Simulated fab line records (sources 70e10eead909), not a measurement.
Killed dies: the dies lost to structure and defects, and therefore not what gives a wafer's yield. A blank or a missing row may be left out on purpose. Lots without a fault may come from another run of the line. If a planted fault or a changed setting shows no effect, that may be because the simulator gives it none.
fab line records	flow nandHarc
record lots=6	wafers=18	lastDay=34
route steps=1302 shown P_CONTACT@246 P_M0@253 END@1302
lots that met no fault: from a run of the same line without faults
startH: hours from the record's first day to the start of the lot's first wafer shown	waitH: how many hours have passed since the lot's step before this one	" the same as in the row above	L1.1+2: a single row standing in for several wafers	- no value present, or no start provided	* or withheld: withheld	< > ~ a bound
route shown NAME@n: a module of which the file shows steps, and the number in the route of the first	usual: mean and standard deviation over wafers with no fault	same: alike in all rows	chamber/n: place in a boat	sites: the reading at each site	_std_site: standard deviation across them	_edge_site: outer sites' mean less inner sites'	radiusMm: for every site, how far away it sits from the centre of the wafer	mask NAME#n: copy n	behind: the last tool/chamber to shape the wafer	hold: why the lot went on hold/how many hours it stayed there/how the hold came to an end	device: the transistor (n, p or np) that didn't switch	end of line: the route-end tests of the same wafers	step lacking rows: just its recipe	killed: count of dies lost to structure and defects at first sort (not the wafer's yield)	map: per-die view of a wafer (x killed, . not killed, _ where there is no die)
set.NAME: setting as actually run; set.NAME@STEP: the setting as run at that earlier step	model.NAME: the simulator's own value behind a step, which no gauge read
a table for each step, a row for each wafer; lots at some steps of the route
services: from which hour (startH, from the record's first day; less than 0 if before it) a tool's chamber was out of use, for how many hours, and why
## steps
# step NHARC_P_CONTACT_PVD_32
# recipe targetThkA=50	chamberPressurePa=5	powerW=5000	substrateTempC=200	timeS=17.7	material=Ti
# usual throttleValvePct=29.9/1.1
lot.wafer	tool	chamber	startH	waitH	throttleValvePct
L536.4	pvdSputter-03	-	-	-	30.2
L536.5	"	-	"	"	29.3
L536.6	"	-	"	"	29.8
L541.3	pvdSputter-02	-	-	-	29.9
L541.2	"	-	"	"	31.2
L541.6	"	-	"	"	31.3
L550.4	pvdSputter-03	-	-	-	30.4
L550.5	"	-	"	"	29.0
L550.6	"	-	"	"	30.1
L552.1	pvdSputter-01	-	-	-	32.2
L552.6	"	-	"	"	29.7
L552.5	"	-	"	"	32.0
L553.1	pvdSputter-03	-	-	-	30.4
L553.4	"	-	"	"	28.2
L553.6	"	-	"	"	29.0
L556.2	pvdSputter-01	-	-	-	29.9
L556.5	"	-	"	"	30.5
L556.6	"	-	"	"	29.4
# step NHARC_P_CONTACT_ALD_22
# recipe targetThkA=30	pulseTimeS=1	aldCycles=150	tempC=450	material=TiN
# usual heaterPowerOuterW=676/57	heaterPowerW=1073/69	precursorPulseHeightRel=0.999/0.021
lot.wafer	tool	chamber	startH	waitH	heaterPowerOuterW	heaterPowerW	precursorPulseHeightRel
L536.4	aldMetal-03	1	149.85	-	715	1062	1.019
L536.5	"	1	"	"	717	1057	0.989
L536.6	"	2	"	"	683	955	0.972
L541.3	aldMetal-02	0	206.26	-	723	1153	1.001
L541.2	"	2	"	"	753	1116	0.987
L541.6	"	1	"	"	688	1105	0.991
L550.4	aldMetal-01	0	286.86	-	609	1048	0.996
L550.5	"	3	"	"	642	936	1.006
L550.6	"	0	"	"	632	1029	0.966
L552.1	aldMetal-01	1	316.11	-	660	1119	0.996
L552.6	"	3	"	"	636	933	0.982
L552.5	"	0	"	"	601	1042	1.003
L553.1	aldMetal-03	3	320.08	-	630	1048	0.973
L553.4	"	0	"	"	726	1165	1.008
L553.6	"	3	"	"	647	1035	0.989
L556.2	aldMetal-03	0	347.01	-	716	1145	1.003
L556.6	"	2	"	"	672	1002	1.026
L556.5	"	3	"	"	629	1023	1.020
# step NHARC_P_CONTACT_CVD_23
# recipe targetThkA=2000	tempC=300	pressureTorr=40	wf6FlowSccm=40	h2FlowSccm=1600	arFlowSccm=1560	timeS=557	material=W
# usual heaterPowerOuterW=263/21	heaterPowerW=476/35	throttleValvePct=7.99/0.27
lot.wafer	tool	chamber	startH	waitH	heaterPowerOuterW	heaterPowerW	throttleValvePct
L536.4	cvdW-02	0	-	-	238	449	7.34
L536.5	"	1	"	"	273	477	8.36
L536.6	"	0	"	"	244	449	7.41
L541.2	cvdW-01	1	-	-	303	545	7.71
L541.3	"	1	"	"	296	523	7.83
L541.6	"	0	"	"	249	456	8.00
L550.4	cvdW-02	1	-	-	261	478	8.21
L550.5	"	1	"	"	267	468	8.36
L550.6	"	0	"	"	238	445	7.86
L552.1	cvdW-02	0	-	-	241	443	7.87
L552.6	"	0	"	"	247	431	8.12
L552.5	"	1	"	"	268	474	7.83
L553.1	cvdW-02	0	-	-	236	432	7.94
L553.4	"	1	"	"	268	470	8.12
L553.6	"	1	"	"	273	480	8.02
L556.2	cvdW-02	0	-	-	241	443	8.08
L556.5	"	1	"	"	271	486	8.20
L556.6	"	0	"	"	239	436	7.92
# step NHARC_P_CONTACT_CMP_24
# recipe tOverpolishS=30	targetThkNm=200
# usual motorCurrentA=11.7/1.1	overpolishRunS=29.999/0.0093	timeToEndpointS=39.7/2.8
lot.wafer	tool	chamber	startH	waitH	motorCurrentA	overpolishRunS	timeToEndpointS
L536.4	cmp-04	2	150.77	0.4	13.1	29.999	37.1
L536.6	"	3	"	"	12.2	29.999	36.1
L536.5	"	0	"	"	12.0	29.998	44.4
L541.3	cmp-01	1	207.11	0.4	10.7	29.990	37.0
L541.2	"	3	"	"	12.3	29.996	34.3
L541.6	"	1	"	"	10.7	29.995	36.9
L550.4	cmp-02	1	287.78	0.5	10.9	30.011	40.3
L550.5	"	2	"	"	11.5	29.999	36.8
L550.6	"	3	"	"	10.9	29.988	42.6
L552.1	cmp-02	0	317.00	0.6	12.3	29.997	41.6
L552.5	"	1	"	"	10.2	30.004	40.3
L552.6	"	2	"	"	11.2	29.993	36.5
L553.4	cmp-04	1	320.93	0.3	12.6	30.015	39.1
L553.1	"	3	"	"	11.6	29.993	38.5
L553.6	"	1	"	"	13.7	29.986	41.3
L556.2	cmp-02	0	347.88	0.5	12.5	30.002	37.3
L556.5	"	2	"	"	11.5	30.004	36.1
L556.6	"	3	"	"	10.8	29.994	40.6
# step NHARC_P_CONTACT_SRD_26
# step NHARC_P_CONTACT_INSPECT_27
# usual rawDefectCount=305/130
lot.wafer	tool	chamber	startH	waitH	rawDefectCount
L536.4	defectInspect-02	-	151.10	0.1	412
L536.5	"	-	"	"	487
L536.6	"	-	"	"	219
L541.2	defectInspect-02	-	207.51	0.1	493
L541.3	"	-	"	"	669
L541.6	"	-	"	"	546
L550.4	defectInspect-01	-	288.10	0.1	381
L550.5	"	-	"	"	349
L550.6	"	-	"	"	311
L552.1	defectInspect-02	-	317.33	0.1	245
L552.5	"	-	"	"	271
L552.6	"	-	"	"	244
L553.1	defectInspect-02	-	321.33	0.1	152
L553.4	"	-	"	"	174
L553.6	"	-	"	"	211
L556.2	defectInspect-02	-	348.24	0.1	321
L556.5	"	-	"	"	457
L556.6	"	-	"	"	452
# step NHARC_P_M0_DEP_00
# recipe targetThkA=1500	targetThkNm=150	tempC=withheld	pressureTorr=5	flowSccm=200	rfW=600	material=SiOC
# step NHARC_P_M0_DEHYDRATE_01
# recipe tempC=150	timeS=120
# step NHARC_P_M0_HMDS_02
# recipe timeS=30
# step NHARC_P_M0_COAT_33
# recipe tempC=200	timeS=65
# step NHARC_P_M0_COAT_03
# recipe spinRpm=1500	resistThkNm=90
# step NHARC_P_M0_SOFTBAKE_04
# recipe tempC=105	timeS=55
# usual exhaustPa=44.9/0.8	heaterPowerTotalW=188.45/0.15
lot.wafer	tool	chamber	startH	waitH	exhaustPa	heaterPowerTotalW
L536.4	lithoTrack-04	0	151	-	43.9	188.46
L536.5	"	0	"	"	45.1	188.41
L536.6	"	0	"	"	43.9	188.62
L541.2	lithoTrack-06	0	207	-	45.6	188.38
L541.3	"	0	"	"	44.5	188.32
L541.6	"	0	"	"	44.7	188.27
L550.4	lithoTrack-04	0	288	-	44.3	285.38
L550.5	"	0	"	"	44.8	285.43
L550.6	"	0	"	"	45.3	285.28
L552.1	lithoTrack-04	0	317	-	45.4	285.21
L552.5	"	0	"	"	45.1	286.00
L552.6	"	0	"	"	44.5	285.31
L553.1	lithoTrack-01	0	321	-	43.3	188.60
L553.4	"	0	"	"	44.8	188.76
L553.6	"	0	"	"	44.8	188.72
L556.2	lithoTrack-06	0	348	-	45.6	188.55
L556.5	"	0	"	"	46.5	188.43
L556.6	"	0	"	"	44.4	188.47
# step NHARC_P_M0_EBR_05
# step NHARC_END_SORT_01
# recipe tempC=25
# usual defectLimitedYield=89.9/2.7	killedAtArray=64/18	killedAtOther=0.8/1.1	killedAtPeriphery=3.8/2.7	killedDies=68/18	killedOpen=3.3/1.9	killedShort=2.3/1.8
# same grossDies=677
lot.wafer	tool	chamber	startH	waitH	defectLimitedYield[%]	killedAtArray	killedAtOther	killedAtPeriphery	killedDies	killedOpen	killedShort
L536.4	prober-01	0	594.84	3.4	83.3	109	0	4	113	3	4
L536.5	prober-01	0	595.64	3.7	83.3	106	0	7	113	4	3
L536.6	prober-01	0	596.44	4.0	83.8	103	0	7	110	6	1
L541.2	prober-02	0	666.50	2.8	88.0	79	2	0	81	3	1
L541.3	prober-02	0	667.29	3.1	87.4	79	0	6	85	4	1
L541.6	prober-02	0	669.64	3.9	87.6	80	2	2	84	2	5
L550.4	prober-02	0	738.36	3.4	90.1	65	1	1	67	3	2
L550.5	prober-02	0	739.15	3.7	90.3	65	0	1	66	5	1
L550.6	prober-02	0	739.95	4.0	90.8	60	0	2	62	1	3
L553.1	prober-02	0	770.73	2.5	89.8	60	3	6	69	7	1
L553.4	prober-02	0	773.11	3.4	90.1	59	2	6	67	3	6
L553.6	prober-02	0	774.70	4.0	90.8	57	2	3	62	1	4
L552.1	prober-01	0	779.01	2.5	91.3	51	0	8	59	3	2
L552.5	prober-01	0	782.22	3.7	90.4	58	2	5	65	9	1
L552.6	prober-01	0	783.02	4.0	89.8	61	2	6	69	5	0
L556.2	prober-01	0	808.61	2.8	86.1	93	0	1	94	2	3
L556.5	prober-01	0	811.04	3.7	89.2	72	0	1	73	7	2
L556.6	prober-01	0	811.85	4.1	88.0	80	0	1	81	2	1
# killed by level:class
L536.4 A_CHANNEL_HOLE_D2:chamberFilmFlake=37 A_CHANNEL_HOLE_D1:chamberFilmFlake=31 A_SLIT:chamberFilmFlake=26 A_STAIRCASE:chamberFilmFlake=5 A_CHANNEL_FILL_D2:geometricParticle:short=3 P_STI:chamberFilmFlake=3 A_CONTACT:chamberFilmFlake=3 A_CHANNEL_FILL_D2:geometricParticle:open=2
L536.5 A_CHANNEL_HOLE_D2:chamberFilmFlake=35 A_CHANNEL_HOLE_D1:chamberFilmFlake=32 A_SLIT:chamberFilmFlake=28 A_STAIRCASE:chamberFilmFlake=3 A_CONTACT:chamberFilmFlake=3 P_STI:chamberFilmFlake=2 P_GATE:chamberFilmFlake=2 P_STI:geometricParticle:open=1
L536.6 A_CHANNEL_HOLE_D1:chamberFilmFlake=33 A_CHANNEL_HOLE_D2:chamberFilmFlake=32 A_SLIT:chamberFilmFlake=26 A_CONTACT:chamberFilmFlake=5 P_GATE:chamberFilmFlake=3 P_M2:chamberFilmFlake=2 A_STAIRCASE:chamberFilmFlake=2 P_STI:geometricParticle:open=1
L541.2 A_SLIT:chamberFilmFlake=32 A_CHANNEL_HOLE_D1:chamberFilmFlake=30 A_CHANNEL_HOLE_D2:unspecified=5 A_CONTACT:chamberFilmFlake=4 A_CHANNEL_FILL_D1:geometricParticle:open=2 A_CHANNEL_HOLE_D2:chamberFilmFlake=2 A_WL_FILL:chamberFilmFlake=2 A_SOURCE_PLATE:geometricParticle:short=1
L541.3 A_SLIT:chamberFilmFlake=34 A_CHANNEL_HOLE_D1:chamberFilmFlake=31 A_WL_FILL:chamberFilmFlake=3 A_CONTACT:chamberFilmFlake=3 P_CONTACT:geometricParticle:open=2 A_DECK1_JOINT:chamberFilmFlake=2 A_CHANNEL_HOLE_D1:geometricParticle:open=1 A_ONON_D2:geometricParticle:short=1
L541.6 A_SLIT:chamberFilmFlake=33 A_CHANNEL_HOLE_D1:chamberFilmFlake=30 A_CHANNEL_HOLE_D2:unspecified=4 A_DECK1_JOINT:chamberFilmFlake=3 A_ONON_D2:geometricParticle:short=2 A_WL_FILL:geometricParticle:short=2 THIN_TSV:chamberFilmFlake=2 A_SOURCE_PLATE:geometricParticle:short=1
L550.4 A_CHANNEL_HOLE_D1:chamberFilmFlake=37 A_CHANNEL_HOLE_D2:chamberFilmFlake=15 A_SLIT:chamberFilmFlake=3 A_CHANNEL_FILL_D1:chamberFilmFlake=2 A_CONTACT:chamberFilmFlake=2 A_STAIRCASE:chamberFilmFlake=2 P_CONTACT:geometricParticle:open=1 A_ONON_D1:geometricParticle:open=1
L550.5 A_CHANNEL_HOLE_D1:chamberFilmFlake=31 A_CHANNEL_HOLE_D2:chamberFilmFlake=19 A_SLIT:chamberFilmFlake=6 A_STAIRCASE:chamberFilmFlake=2 P_M1:geometricParticle:open=1 A_ONON_D2:geometricParticle:short=1 A_CHANNEL_FILL_D2:geometricParticle:open=1 A_SGD_CUT:geometricParticle:open=1
L550.6 A_CHANNEL_HOLE_D1:chamberFilmFlake=28 A_CHANNEL_HOLE_D2:chamberFilmFlake=19 A_SLIT:chamberFilmFlake=4 A_M0:chamberFilmFlake=2 A_CONTACT:chamberFilmFlake=2 P_GATE:geometricParticle:short=1 P_M0:geometricParticle:short=1 A_SOURCE_PLATE:geometricParticle:open=1
L553.1 A_SLIT:chamberFilmFlake=32 A_CHANNEL_HOLE_D1:chamberFilmFlake=12 A_CONTACT:chamberFilmFlake=5 P_M2:chamberFilmFlake=3 A_WL_FILL:chamberFilmFlake=3 A_STAIRCASE:chamberFilmFlake=2 THIN_TSV:chamberFilmFlake=2 P_GATE:geometricParticle:open=1
L553.4 A_SLIT:chamberFilmFlake=29 A_CHANNEL_HOLE_D1:chamberFilmFlake=10 A_CHANNEL_HOLE_D2:chamberFilmFlake=4 A_STAIRCASE:chamberFilmFlake=3 A_CONTACT:chamberFilmFlake=3 P_ZERO_WELL:chamberFilmFlake=2 A_M0:chamberFilmFlake=2 THIN_TSV:chamberFilmFlake=2
L553.6 A_SLIT:chamberFilmFlake=32 A_CHANNEL_HOLE_D1:chamberFilmFlake=8 A_CONTACT:chamberFilmFlake=4 A_CHANNEL_HOLE_D2:chamberFilmFlake=3 A_WL_FILL:chamberFilmFlake=3 A_STAIRCASE:chamberFilmFlake=2 THIN_TSV:chamberFilmFlake=2 P_M1:geometricParticle:open=1
L552.1 A_SLIT:chamberFilmFlake=27 A_CHANNEL_HOLE_D1:chamberFilmFlake=11 A_CONTACT:chamberFilmFlake=6 P_GATE:chamberFilmFlake=3 P_BONDPAD:chamberFilmFlake=3 A_CHANNEL_HOLE_D2:chamberFilmFlake=2 P_M0:geometricParticle:open=1 A_SOURCE_PLATE:geometricParticle:open=1
L552.5 A_SLIT:chamberFilmFlake=28 A_CHANNEL_HOLE_D1:chamberFilmFlake=11 A_CONTACT:chamberFilmFlake=9 A_CHANNEL_HOLE_D2:chamberFilmFlake=2 A_STAIRCASE:chamberFilmFlake=2 THIN_TSV:chamberFilmFlake=2 P_CONTACT:geometricParticle:open=1 P_M0:geometricParticle:open=1
L552.6 A_SLIT:chamberFilmFlake=31 A_CONTACT:chamberFilmFlake=12 A_CHANNEL_HOLE_D1:chamberFilmFlake=10 P_BONDPAD:chamberFilmFlake=3 A_CHANNEL_HOLE_D2:chamberFilmFlake=3 P_STI:chamberFilmFlake=2 THIN_TSV:chamberFilmFlake=2 P_M0:geometricParticle:open=1
L556.2 A_CHANNEL_HOLE_D2:chamberFilmFlake=26 A_CHANNEL_HOLE_D1:chamberFilmFlake=18 A_SLIT:chamberFilmFlake=18 A_CONTACT:chamberFilmFlake=10 A_BONDPAD:chamberFilmFlake=9 A_STAIRCASE:chamberFilmFlake=6 A_ONON_D2:geometricParticle:short=2 A_BLC:geometricParticle:open=2
L556.5 A_SLIT:chamberFilmFlake=28 A_CHANNEL_HOLE_D2:chamberFilmFlake=11 A_CHANNEL_HOLE_D1:chamberFilmFlake=7 A_CONTACT:chamberFilmFlake=5 A_STAIRCASE:chamberFilmFlake=4 A_BONDPAD:chamberFilmFlake=4 A_M0:geometricParticle:open=3 A_ONON_D1:geometricParticle:open=2
L556.6 A_CHANNEL_HOLE_D2:chamberFilmFlake=21 A_SLIT:chamberFilmFlake=17 A_CHANNEL_HOLE_D1:chamberFilmFlake=11 A_STAIRCASE:chamberFilmFlake=11 A_CONTACT:chamberFilmFlake=7 A_SGD_CUT:chamberFilmFlake=4 A_CHANNEL_FILL_D1:chamberFilmFlake=2 A_BONDPAD:chamberFilmFlake=2
## services
tool	chamber	startH	hours	kind
cmp-02	-	134.50	4.0	pm
aldMetal-01	-	154.80	1.7	repair
pvdSputter-01	-	161.79	0.6	repair
aldMetal-03	-	167.21	1.6	repair
aldMetal-01	-	170.00	10.0	pm
pvdSputter-03	-	170.00	10.0	pm
lithoTrack-06	-	179.00	7.0	pm
pvdSputter-03	-	190.66	1.0	repair
aldMetal-01	-	200.82	2.1	repair
lithoTrack-04	-	203.00	7.0	pm
cvdW-02	-	205.11	0.7	repair
cmp-04	-	212.00	4.0	pm
aldMetal-03	-	212.00	10.0	pm
cmp-02	-	216.31	1.5	repair
pvdSputter-01	-	226.04	10.0	pm
cmp-02	-	228.06	1.0	repair
cmp-02	-	232.56	4.0	pm
cmp-02	-	241.99	0.9	repair
cvdW-02	-	269.00	13.0	pm
cmp-02	-	272.75	1.3	repair
aldMetal-03	1	290.34	2.1	repair
cmp-02	-	314.87	0.3	repair
cmp-02	-	330.56	4.0	pm
pvdSputter-03	-	348.00	10.0	pm
## key
firstSign step=NHARC_P_M0_SOFTBAKE_04	reading=heaterPowerTotalW	direction=up	sigmas=99+	usual=*	struck=*
effect none on later readings
metAt NHARC_P_M0_SOFTBAKE_04
struckWafers L550.4,L550.5,L550.6,L552.1,L552.5,L552.6
onsetBetween 151 288
fault kind=processParameterDrift	tool=lithoTrack-04	chamber=-	onsetH=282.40	steps=NHARC_P_M0_SOFTBAKE_04	channel=timeS	offset=*	shape=step	endH=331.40	actsIn=*	stated=*
